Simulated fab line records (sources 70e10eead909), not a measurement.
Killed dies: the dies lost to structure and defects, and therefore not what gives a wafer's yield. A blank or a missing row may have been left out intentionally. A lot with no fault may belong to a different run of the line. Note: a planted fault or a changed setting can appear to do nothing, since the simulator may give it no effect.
fab line records	flow nand_harc
record lots=24	wafers=72	last_day=33
route steps=1302 shown A_CONTACT@1047
lots untouched by any fault: they come from a run of this same line in which no faults occurred
start_h: hours from the record's first day to the start of the lot's first wafer shown	wait_h: how many hours have passed since the lot's step before this one	" identical to the entry in the row above	L1.1+2: a single row standing in for several wafers	- no value, or no start given	* or withheld: withheld	< > ~ a bound
route shown NAME@n: names a module that has steps shown in the file, with the first one's number in the route	usual: mean/standard deviation of fault-free wafers	same: alike in all rows	chamber/n: place in a boat	sites: the reading at each site	_std_site: the values' standard deviation	_edge_site: outer sites' mean less inner sites'	radius_mm: for every site, how far away it sits from the centre of the wafer	mask NAME#n: copy n	behind: the tool/chamber that last shaped the wafer	hold: the reason the lot was held/the length of the hold in hours/how it ended	device: whichever transistor did not switch (one of n, p or np)	end of line: tests of these same wafers at the route's end	a step given without rows: its recipe and nothing more	killed: not the wafer's yield, but the dies lost to structure and defects at the first sort	map: dies across one wafer; x = killed, . = not, _ = none there
set.NAME: the run value of the setting; set.NAME@STEP: its run value at that earlier step	model.NAME: the simulator's own value behind a step, which no gauge read
the route's steps for a sample of lots (tables are steps, rows are wafers)
services: when a tool's chamber went out of use (start_h, in hours from the record's first day, below 0 if earlier), for how many hours, and the reason
## steps
# step NHARC_A_CONTACT_ETCH_124
# recipe source_w=withheld	pressure_mtorr=20	bias_v=withheld	time_s=140	target_depth_a=7000	ar_flow_sccm=withheld	c4f8_flow_sccm=withheld	o2_flow_sccm=withheld	chemistry=C4F8/O2/Ar
lot.wafer	tool	chamber	start_h	wait_h	rf_hours_counter_h
L074.2	har_cap_etch-02	0	502.44	-	84
L074.6	"	1	"	"	-
L074.5	"	0	"	"	-
L076.2	har_cap_etch-01	1	518.82	-	0
L076.1	"	0	"	"	0
L076.6	"	0	"	"	-
L077.1	har_cap_etch-03	1	521.38	-	44
L077.2	"	0	"	"	44
L077.5	"	1	"	"	-
L078.2	har_cap_etch-02	1	537.80	-	92
L078.3	"	1	"	"	-
L078.6	"	0	"	"	-
L079.4	har_cap_etch-02	0	550.11	-	-
L079.3	"	1	"	"	-
L079.5	"	0	"	"	-
L081.2	har_cap_etch-02	1	573.99	-	98
L081.3	"	0	"	"	-
L081.5	"	0	"	"	-
L075.2	har_cap_etch-02	0	578.01	-	100
L075.1	"	1	"	"	100
L075.3	"	1	"	"	-
L080.1	har_cap_etch-01	1	582.77	-	11
L080.3	"	1	"	"	-
L080.5	"	0	"	"	-
L082.2	har_cap_etch-01	1	589.77	-	14
L082.1	"	0	"	"	14
L082.4	"	0	"	"	-
L083.2	har_cap_etch-01	0	596.50	-	16
L083.1	"	1	"	"	16
L083.6	"	0	"	"	-
L084.1	har_cap_etch-03	1	597.34	-	55
L084.2	"	0	"	"	55
L084.6	"	0	"	"	-
L085.1	har_cap_etch-03	0	618.65	-	58
L085.3	"	0	"	"	-
L085.6	"	1	"	"	-
L086.1	har_cap_etch-02	0	625.62	-	109
L086.3	"	1	"	"	-
L086.5	"	0	"	"	-
L087.1	har_cap_etch-01	0	642.95	-	24
L087.4	"	0	"	"	-
L087.6	"	1	"	"	-
L090.1	har_cap_etch-03	0	649.49	-	64
L090.3	"	1	"	"	-
L090.6	"	0	"	"	-
L089.1	har_cap_etch-01	0	649.83	-	26
L089.4	"	1	"	"	-
L089.5	"	0	"	"	-
L088.1	har_cap_etch-02	1	657.88	-	117
L088.6	"	0	"	"	-
L088.5	"	1	"	"	-
L092.2	har_cap_etch-03	1	662.35	-	69
L092.3	"	1	"	"	-
L092.4	"	0	"	"	-
L091.2	har_cap_etch-01	1	664.40	-	31
L091.4	"	0	"	"	-
L091.6	"	0	"	"	-
L093.3	har_cap_etch-03	1	687.02	-	-
L093.6	"	0	"	"	-
L093.5	"	1	"	"	-
L095.1	har_cap_etch-03	0	718.12	-	76
L095.5	"	1	"	"	-
L095.6	"	0	"	"	-
L096.1	har_cap_etch-01	0	721.42	-	38
L096.3	"	0	"	"	-
L096.5	"	1	"	"	-
L094.1	har_cap_etch-03	1	726.31	-	77
L094.4	"	1	"	"	-
L094.5	"	0	"	"	-
L097.1	har_cap_etch-01	1	729.25	-	40
L097.3	"	1	"	"	-
L097.6	"	1	"	"	-
# step NHARC_A_CONTACT_ETCH_128
# recipe source_w=withheld	pressure_mtorr=20	bias_v=3000	time_s=197	target_depth_a=19180	ar_flow_sccm=withheld	c4f8_flow_sccm=withheld	o2_flow_sccm=withheld	chemistry=C4F8/O2/Ar
lot.wafer	tool	chamber	start_h	wait_h	rf_hours_counter_h
L074.2	har_cap_etch-02	0	503.17	0.1	85
L074.6	"	1	"	"	-
L074.5	"	0	"	"	-
L076.2	har_cap_etch-01	1	519.54	0.1	1
L076.1	"	0	"	"	1
L076.6	"	0	"	"	-
L077.1	har_cap_etch-03	1	522.11	0.1	45
L077.2	"	0	"	"	45
L077.5	"	1	"	"	-
L078.2	har_cap_etch-02	1	538.53	0.1	93
L078.3	"	1	"	"	-
L078.6	"	0	"	"	-
L079.4	har_cap_etch-02	0	550.84	0.1	-
L079.3	"	1	"	"	-
L079.5	"	0	"	"	-
L081.2	har_cap_etch-02	1	574.71	0.1	99
L081.3	"	0	"	"	-
L081.5	"	0	"	"	-
L075.2	har_cap_etch-02	0	578.74	0.1	100
L075.1	"	1	"	"	100
L075.3	"	1	"	"	-
L080.1	har_cap_etch-01	1	583.49	0.1	12
L080.3	"	1	"	"	-
L080.5	"	0	"	"	-
L082.2	har_cap_etch-01	1	590.50	0.1	15
L082.1	"	0	"	"	15
L082.4	"	0	"	"	-
L083.2	har_cap_etch-01	0	597.23	0.1	17
L083.1	"	1	"	"	17
L083.6	"	0	"	"	-
L084.1	har_cap_etch-03	1	598.06	0.1	55
L084.2	"	0	"	"	55
L084.6	"	0	"	"	-
L085.1	har_cap_etch-03	0	619.38	0.1	58
L085.3	"	0	"	"	-
L085.6	"	1	"	"	-
L086.1	har_cap_etch-02	0	627.34	0.3	109
L086.3	"	1	"	"	-
L086.5	"	0	"	"	-
L087.1	har_cap_etch-01	0	643.68	0.1	25
L087.4	"	0	"	"	-
L087.6	"	1	"	"	-
L090.1	har_cap_etch-03	0	650.22	0.1	65
L090.3	"	1	"	"	-
L090.6	"	0	"	"	-
L089.1	har_cap_etch-01	0	650.55	0.1	27
L089.4	"	1	"	"	-
L089.5	"	0	"	"	-
L088.1	har_cap_etch-02	1	658.61	0.1	118
L088.6	"	0	"	"	-
L088.5	"	1	"	"	-
L092.2	har_cap_etch-03	1	663.08	0.1	69
L092.3	"	1	"	"	-
L092.4	"	0	"	"	-
L091.2	har_cap_etch-01	1	665.37	0.2	32
L091.4	"	0	"	"	-
L091.6	"	0	"	"	-
L093.3	har_cap_etch-03	1	687.74	0.1	-
L093.6	"	0	"	"	-
L093.5	"	1	"	"	-
L095.1	har_cap_etch-03	0	718.86	0.1	76
L095.5	"	1	"	"	-
L095.6	"	0	"	"	-
L096.1	har_cap_etch-01	0	722.15	0.1	39
L096.3	"	0	"	"	-
L096.5	"	1	"	"	-
L094.1	har_cap_etch-03	1	727.04	0.1	78
L094.4	"	1	"	"	-
L094.5	"	0	"	"	-
L097.1	har_cap_etch-01	1	730.44	0.1	41
L097.3	"	1	"	"	-
L097.6	"	1	"	"	-
# step NHARC_A_CONTACT_ETCH_132
# recipe source_w=withheld	pressure_mtorr=20	bias_v=3000	time_s=197	target_depth_a=19240	ar_flow_sccm=withheld	c4f8_flow_sccm=withheld	o2_flow_sccm=withheld	chemistry=C4F8/O2/Ar
lot.wafer	tool	chamber	start_h	wait_h	rf_hours_counter_h
L074.2	har_cap_etch-02	0	503.88	0.1	86
L074.6	"	1	"	"	-
L074.5	"	0	"	"	-
L076.2	har_cap_etch-01	1	520.24	0.1	1
L076.1	"	0	"	"	1
L076.6	"	0	"	"	-
L077.1	har_cap_etch-03	1	522.83	0.1	46
L077.2	"	0	"	"	46
L077.5	"	1	"	"	-
L078.2	har_cap_etch-02	1	539.24	0.1	93
L078.3	"	1	"	"	-
L078.6	"	0	"	"	-
L079.4	har_cap_etch-02	0	551.54	0.1	-
L079.3	"	1	"	"	-
L079.5	"	0	"	"	-
L081.2	har_cap_etch-02	1	575.42	0.1	99
L081.3	"	0	"	"	-
L081.5	"	0	"	"	-
L075.2	har_cap_etch-02	0	579.45	0.1	101
L075.1	"	1	"	"	101
L075.3	"	1	"	"	-
L080.1	har_cap_etch-01	1	584.20	0.1	13
L080.3	"	1	"	"	-
L080.5	"	0	"	"	-
L082.2	har_cap_etch-01	1	591.21	0.1	16
L082.1	"	0	"	"	16
L082.4	"	0	"	"	-
L083.2	har_cap_etch-01	0	597.93	0.1	17
L083.1	"	1	"	"	17
L083.6	"	0	"	"	-
L084.1	har_cap_etch-03	1	598.77	0.1	56
L084.2	"	0	"	"	56
L084.6	"	0	"	"	-
L085.1	har_cap_etch-03	0	620.09	0.1	59
L085.3	"	0	"	"	-
L085.6	"	1	"	"	-
L086.1	har_cap_etch-02	0	629.03	0.4	110
L086.3	"	1	"	"	-
L086.5	"	0	"	"	-
L087.1	har_cap_etch-01	0	644.39	0.1	26
L087.4	"	0	"	"	-
L087.6	"	1	"	"	-
L090.1	har_cap_etch-03	0	650.93	0.1	65
L090.3	"	1	"	"	-
L090.6	"	0	"	"	-
L089.1	har_cap_etch-01	0	651.26	0.1	27
L089.4	"	1	"	"	-
L089.5	"	0	"	"	-
L088.1	har_cap_etch-02	1	659.31	0.1	119
L088.6	"	0	"	"	-
L088.5	"	1	"	"	-
L092.2	har_cap_etch-03	1	663.79	0.1	70
L092.3	"	1	"	"	-
L092.4	"	0	"	"	-
L091.2	har_cap_etch-01	1	666.31	0.2	33
L091.4	"	0	"	"	-
L091.6	"	0	"	"	-
L093.3	har_cap_etch-03	1	688.45	0.1	-
L093.6	"	0	"	"	-
L093.5	"	1	"	"	-
L095.1	har_cap_etch-03	0	719.55	0.1	77
L095.5	"	1	"	"	-
L095.6	"	0	"	"	-
L096.1	har_cap_etch-01	0	722.86	0.2	39
L096.3	"	0	"	"	-
L096.5	"	1	"	"	-
L094.1	har_cap_etch-03	1	727.74	0.1	79
L094.4	"	1	"	"	-
L094.5	"	0	"	"	-
L097.1	har_cap_etch-01	1	731.14	0.1	41
L097.3	"	1	"	"	-
L097.6	"	1	"	"	-
# step NHARC_A_CONTACT_CD_MEAS_08
# recipe target_cd_nm=200	landing_energy_ev=500
# usual cd_nm=200.1/0.48
lot.wafer	tool	chamber	start_h	wait_h	cd_nm
L074.2	cd_sem-02	0	508.34	-	200.3
L074.5	"	0	"	"	200.1
L074.6	"	0	"	"	199.7
L076.1	cd_sem-01	0	524.98	-	199.8
L076.2	"	0	"	"	199.6
L076.6	"	0	"	"	199.7
L077.1	cd_sem-02	0	528.02	-	200.4
L077.2	"	0	"	"	200.7
L077.5	"	0	"	"	201.0
L078.2	cd_sem-01	0	546.09	-	200.2
L078.3	"	0	"	"	199.9
L078.6	"	0	"	"	200.3
L079.3	cd_sem-01	0	556.12	-	200.1
L079.4	"	0	"	"	200.1
L079.5	"	0	"	"	200.3
L081.2	cd_sem-01	0	584.74	-	199.6
L081.3	"	0	"	"	200.4
L081.5	"	0	"	"	199.9
L075.1	cd_sem-03	0	588.49	-	200.1
L075.2	"	0	"	"	200.4
L075.3	"	0	"	"	199.7
L080.1	cd_sem-01	0	590.86	-	199.8
L080.3	"	0	"	"	199.6
L080.5	"	0	"	"	200.2
L082.1	cd_sem-03	0	600.04	-	200.2
L082.2	"	0	"	"	199.7
L082.4	"	0	"	"	199.9
L083.1	cd_sem-03	0	603.51	-	200.2
L083.2	"	0	"	"	199.9
L083.6	"	0	"	"	200.6
L084.1	cd_sem-03	0	604.06	-	200.0
L084.2	"	0	"	"	199.2
L084.6	"	0	"	"	200.0
L085.1	cd_sem-01	0	624.97	-	199.7
L085.3	"	0	"	"	200.6
L085.6	"	0	"	"	200.1
L086.1	cd_sem-01	0	635.23	-	200.5
L086.3	"	0	"	"	199.6
L086.5	"	0	"	"	200.2
L087.1	cd_sem-01	0	649.81	-	199.6
L087.4	"	0	"	"	199.4
L087.6	"	0	"	"	199.4
L090.1	cd_sem-01	0	655.51	-	200.6
L090.3	"	0	"	"	200.8
L090.6	"	0	"	"	200.9
L089.1	cd_sem-01	0	656.45	-	200.5
L089.4	"	0	"	"	199.4
L089.5	"	0	"	"	199.4
L088.1	cd_sem-03	0	667.22	-	199.8
L088.5	"	0	"	"	199.8
L088.6	"	0	"	"	199.7
L092.2	cd_sem-03	0	668.95	-	200.5
L092.3	"	0	"	"	199.7
L092.4	"	0	"	"	200.1
L091.2	cd_sem-01	0	672.51	-	201.9
L091.4	"	0	"	"	200.2
L091.6	"	0	"	"	200.3
L093.3	cd_sem-02	0	692.99	-	200.6
L093.5	"	0	"	"	201.1
L093.6	"	0	"	"	201.4
L095.1	cd_sem-03	0	725.59	-	200.8
L095.5	"	0	"	"	200.5
L095.6	"	0	"	"	200.3
L096.1	cd_sem-02	0	728.44	-	200.2
L096.3	"	0	"	"	200.5
L096.5	"	0	"	"	200.2
L094.1	cd_sem-02	0	732.31	-	199.5
L094.4	"	0	"	"	199.2
L094.5	"	0	"	"	200.3
L097.1	cd_sem-01	0	736.13	-	200.6
L097.3	"	0	"	"	200.5
L097.6	"	0	"	"	200.1
# step NHARC_A_CONTACT_ETCH_30
# recipe target_depth_a=726	time_s=36.3	cf4_flow_sccm=100	chf3_flow_sccm=30	ar_flow_sccm=0	rf_w=500	bias_w=200	chemistry=CF4/CHF3
# usual cf4_flow_sccm=100.0/0.3	drypump_motor_current_A=5.3/0.34	oes_product_au=0.934/0.018	rf_vpp_V=369.6/2.2	showerhead_plenum_p_Torr=1.54/0.059	throttle_valve_pct=16.802/0.0092
lot.wafer	tool	chamber	start_h	wait_h	cf4_flow_sccm	drypump_motor_current_A	oes_product_au	rf_hours_counter_h	rf_vpp_V	showerhead_plenum_p_Torr	throttle_valve_pct
L074.2	rie_diel-13	2	-	-	99.9	4.9	0.933	26	367.0	1.48	16.801
L074.5	"	3	"	"	100.1	5.6	0.922	-	370.1	1.53	16.791
L074.6	"	0	"	"	100.2	5.2	0.920	-	371.2	1.58	16.789
L076.1	rie_diel-06	3	-	-	100.6	5.4	0.941	16	366.5	1.47	16.809
L076.2	"	0	"	"	100.3	5.4	0.950	17	368.0	1.49	16.804
L076.6	"	2	"	"	100.5	4.9	0.973	-	368.8	1.54	16.799
L077.2	rie_diel-13	2	-	-	100.1	4.9	0.965	0	367.1	1.48	16.795
L077.1	"	0	"	"	99.9	5.2	0.970	0	371.5	1.58	16.779
L077.5	"	2	"	"	100.1	4.9	0.964	-	366.7	1.48	16.809
L078.3	rie_diel-13	2	-	-	100.4	4.9	0.956	2	367.2	1.48	16.787
L078.2	"	1	"	"	100.1	5.7	0.958	3	374.0	1.62	16.801
L078.6	"	3	"	"	99.7	5.6	0.947	-	369.1	1.53	16.802
L079.3	rie_diel-13	3	-	-	100.0	5.6	0.926	4	369.7	1.53	16.794
L079.4	"	1	"	"	99.8	5.7	0.917	4	372.1	1.62	16.800
L079.5	"	3	"	"	99.9	5.6	0.924	-	369.6	1.53	16.798
L081.2	rie_diel-13	1	-	-	100.3	5.7	0.917	10	372.2	1.62	16.812
L081.3	"	0	"	"	100.5	5.2	0.923	11	371.3	1.57	16.777
L081.5	"	1	"	"	100.0	5.7	0.924	-	372.7	1.62	16.794
L075.3	rie_diel-13	3	-	-	100.0	5.6	0.918	11	370.1	1.53	16.792
L075.2	"	0	"	"	99.6	5.2	0.919	12	371.5	1.57	16.792
L075.1	"	1	"	"	99.7	5.7	0.921	12	372.8	1.62	16.805
L080.3	rie_diel-13	0	-	-	100.0	5.2	0.926	13	370.4	1.57	16.792
L080.1	"	2	"	"	99.6	4.9	0.923	12	368.4	1.48	16.797
L080.5	"	1	"	"	99.8	5.7	0.919	-	372.1	1.62	16.801
L082.2	rie_diel-06	2	-	-	100.3	4.9	0.954	38	369.3	1.53	16.819
L082.1	"	0	"	"	99.8	5.4	0.974	37	367.1	1.48	16.811
L082.4	"	1	"	"	99.8	5.3	0.969	39	374.4	1.66	16.813
L083.2	rie_diel-13	2	-	-	100.1	4.9	0.930	14	367.7	1.48	16.810
L083.1	"	3	"	"	100.2	5.6	0.931	14	369.5	1.53	16.788
L083.6	"	0	"	"	100.1	5.2	0.923	-	369.5	1.57	16.801
L084.2	rie_diel-06	0	-	-	100.0	5.3	0.921	38	368.6	1.48	16.811
L084.1	"	3	"	"	100.1	5.4	0.930	37	367.0	1.46	16.801
L084.6	"	0	"	"	100.0	5.4	0.911	-	368.4	1.48	16.794
L085.3	rie_diel-13	0	-	-	100.4	5.1	0.931	18	369.9	1.57	16.804
L085.1	"	1	"	"	99.6	5.7	0.922	18	370.9	1.61	16.797
L085.6	"	2	"	"	100.6	4.9	0.937	-	367.4	1.48	16.806
L086.1	rie_diel-13	2	-	-	99.9	4.9	0.925	19	367.6	1.47	16.802
L086.3	"	3	"	"	100.1	5.5	0.937	19	369.8	1.53	16.830
L086.5	"	0	"	"	100.9	5.2	0.928	-	369.9	1.57	16.815
L087.1	rie_diel-06	3	-	-	99.6	5.4	0.924	52	366.9	1.46	16.797
L087.4	"	1	"	"	99.9	5.2	0.931	58	373.4	1.66	16.798
L087.6	"	3	"	"	100.0	5.4	0.924	-	366.4	1.46	16.806
L090.1	rie_diel-13	0	-	-	100.3	5.2	0.963	26	369.3	1.57	16.815
L090.3	"	3	"	"	99.7	5.6	0.967	26	368.4	1.53	16.786
L090.6	"	1	"	"	99.5	5.7	0.966	-	371.8	1.61	16.812
L089.4	rie_diel-13	1	-	-	100.0	5.7	0.922	24	371.0	1.61	16.809
L089.1	"	0	"	"	100.5	5.2	0.919	26	372.3	1.57	16.805
L089.5	"	1	"	"	100.5	5.7	0.923	-	373.0	1.61	16.801
L088.1	rie_diel-13	3	-	-	99.7	5.6	0.928	29	369.7	1.53	16.806
L088.5	"	3	"	"	99.8	5.6	0.921	-	367.1	1.53	16.811
L088.6	"	0	"	"	99.7	5.2	0.931	-	370.5	1.57	16.795
L092.2	rie_diel-13	3	-	-	100.2	5.6	0.939	29	368.8	1.53	16.804
L092.3	"	0	"	"	99.5	5.2	0.934	29	371.3	1.57	16.817
L092.4	"	2	"	"	100.1	4.9	0.927	27	365.5	1.47	16.809
L091.4	rie_diel-13	1	-	-	100.4	5.6	0.933	28	371.5	1.61	16.793
L091.2	"	3	"	"	100.0	5.6	0.924	30	369.3	1.53	16.812
L091.6	"	1	"	"	100.6	5.6	0.928	-	371.5	1.61	16.804
L093.3	rie_diel-13	0	-	-	99.4	5.1	0.959	32	371.3	1.57	16.800
L093.5	"	1	"	"	100.3	5.7	0.940	-	372.4	1.61	16.808
L093.6	"	2	"	"	99.6	4.9	0.959	-	367.4	1.47	16.802
L095.1	rie_diel-13	0	-	-	99.6	5.2	0.923	4	371.3	1.57	16.805
L095.6	"	2	"	"	99.4	4.9	0.927	-	366.9	1.47	16.793
L095.5	"	3	"	"	100.4	5.6	0.922	-	368.2	1.52	16.802
L096.3	rie_diel-12	2	-	-	99.9	5.5	0.920	39	366.0	1.47	16.817
L096.1	"	3	"	"	100.5	5.9	0.952	34	374.6	1.68	16.810
L096.5	"	2	"	"	100.2	5.5	0.918	-	368.2	1.47	16.814
L094.4	rie_diel-13	2	-	-	100.0	4.9	0.918	7	367.8	1.47	16.797
L094.1	"	1	"	"	100.3	5.7	0.930	7	371.9	1.61	16.798
L094.5	"	2	"	"	99.9	4.9	0.930	-	367.7	1.47	16.794
L097.3	rie_diel-13	3	-	-	100.4	5.6	0.909	5	370.0	1.52	16.813
L097.1	"	1	"	"	100.2	5.7	0.926	8	373.4	1.61	16.810
L097.6	"	3	"	"	100.0	5.6	0.911	-	369.3	1.52	16.803
# step NHARC_A_CONTACT_ETCH_134
# recipe source_w=withheld	pressure_mtorr=20	bias_v=withheld	time_s=140	target_depth_a=7000	ar_flow_sccm=withheld	c4f8_flow_sccm=withheld	o2_flow_sccm=withheld	chemistry=C4F8/O2/Ar
lot.wafer	tool	chamber	start_h	wait_h	rf_hours_counter_h
L074.2	har_cap_etch-02	0	509.65	-	86
L074.5	"	0	"	"	-
L074.6	"	1	"	"	-
L076.1	har_cap_etch-01	0	526.47	-	2
L076.2	"	1	"	"	2
L076.6	"	1	"	"	-
L077.1	har_cap_etch-03	0	529.33	-	46
L077.2	"	1	"	"	46
L077.5	"	1	"	"	-
L078.2	har_cap_etch-03	0	547.40	-	47
L078.3	"	1	"	"	-
L078.6	"	1	"	"	-
L079.4	har_cap_etch-01	0	557.49	-	-
L079.3	"	1	"	"	-
L079.5	"	1	"	"	-
L081.2	har_cap_etch-01	0	586.08	-	13
L081.3	"	1	"	"	-
L081.5	"	1	"	"	-
L075.1	har_cap_etch-03	0	590.38	-	53
L075.2	"	1	"	"	53
L075.3	"	0	"	"	-
L080.1	har_cap_etch-02	1	592.41	-	104
L080.3	"	0	"	"	-
L080.5	"	1	"	"	-
L082.2	har_cap_etch-02	0	601.36	-	105
L082.1	"	1	"	"	105
L082.4	"	1	"	"	-
L083.2	har_cap_etch-01	0	604.82	-	18
L083.1	"	1	"	"	18
L083.6	"	1	"	"	-
L084.1	har_cap_etch-03	0	605.36	-	56
L084.2	"	1	"	"	56
L084.6	"	0	"	"	-
L085.1	har_cap_etch-01	1	626.71	-	22
L085.3	"	1	"	"	-
L085.6	"	0	"	"	-
L086.1	har_cap_etch-01	0	636.58	-	23
L086.3	"	0	"	"	-
L086.5	"	0	"	"	-
L087.1	har_cap_etch-03	0	651.49	-	66
L087.4	"	1	"	"	-
L087.6	"	0	"	"	-
L090.1	har_cap_etch-03	0	656.82	-	67
L090.3	"	1	"	"	-
L090.6	"	0	"	"	-
L089.1	har_cap_etch-01	0	657.76	-	30
L089.4	"	0	"	"	-
L089.5	"	1	"	"	-
L088.1	har_cap_etch-02	0	668.57	-	119
L088.6	"	1	"	"	-
L088.5	"	0	"	"	-
L092.2	har_cap_etch-03	1	670.33	-	70
L092.3	"	0	"	"	-
L092.4	"	1	"	"	-
L091.2	har_cap_etch-01	0	673.85	-	33
L091.4	"	0	"	"	-
L091.6	"	0	"	"	-
L093.3	har_cap_etch-01	1	694.39	-	-
L093.6	"	1	"	"	-
L093.5	"	0	"	"	-
L095.1	har_cap_etch-02	1	727.06	-	127
L095.5	"	0	"	"	-
L095.6	"	1	"	"	-
L096.1	har_cap_etch-03	1	729.96	-	79
L096.3	"	0	"	"	-
L096.5	"	1	"	"	-
L094.1	har_cap_etch-02	0	733.62	-	129
L094.4	"	1	"	"	-
L094.5	"	0	"	"	-
L097.1	har_cap_etch-03	1	737.48	-	81
L097.3	"	0	"	"	-
L097.6	"	0	"	"	-
## services
tool	chamber	start_h	hours	kind
rie_diel-06	-	485.10	9.0	pm
har_cap_etch-01	-	497.00	17.0	pm
har_cap_etch-01	0	497.00	17.0	vent_cycle
har_cap_etch-01	1	497.00	17.0	vent_cycle
har_cap_etch-02	-	498.05	0.2	repair
rie_diel-13	0	498.33	-	clean
rie_diel-13	1	498.33	-	clean
rie_diel-13	2	498.33	-	clean
har_cap_etch-01	0	514.00	-	clean
har_cap_etch-01	1	514.00	-	clean
rie_diel-13	-	519.00	9.0	pm
har_cap_etch-01	-	533.08	1.5	repair
har_cap_etch-03	-	571.77	11.1	repair
rie_diel-06	-	595.66	1.1	repair
har_cap_etch-03	-	603.79	0.5	repair
rie_diel-12	-	622.52	9.0	pm
rie_diel-12	3	659.32	4.4	repair
rie_diel-06	3	659.80	7.1	repair
rie_diel-06	-	662.19	9.0	pm
rie_diel-06	0	684.17	3.9	repair
rie_diel-06	3	685.44	4.0	repair
rie_diel-13	-	696.00	9.0	pm
rie_diel-06	1	712.29	6.2	repair
rie_diel-12	3	715.36	4.2	repair
## key
fault none
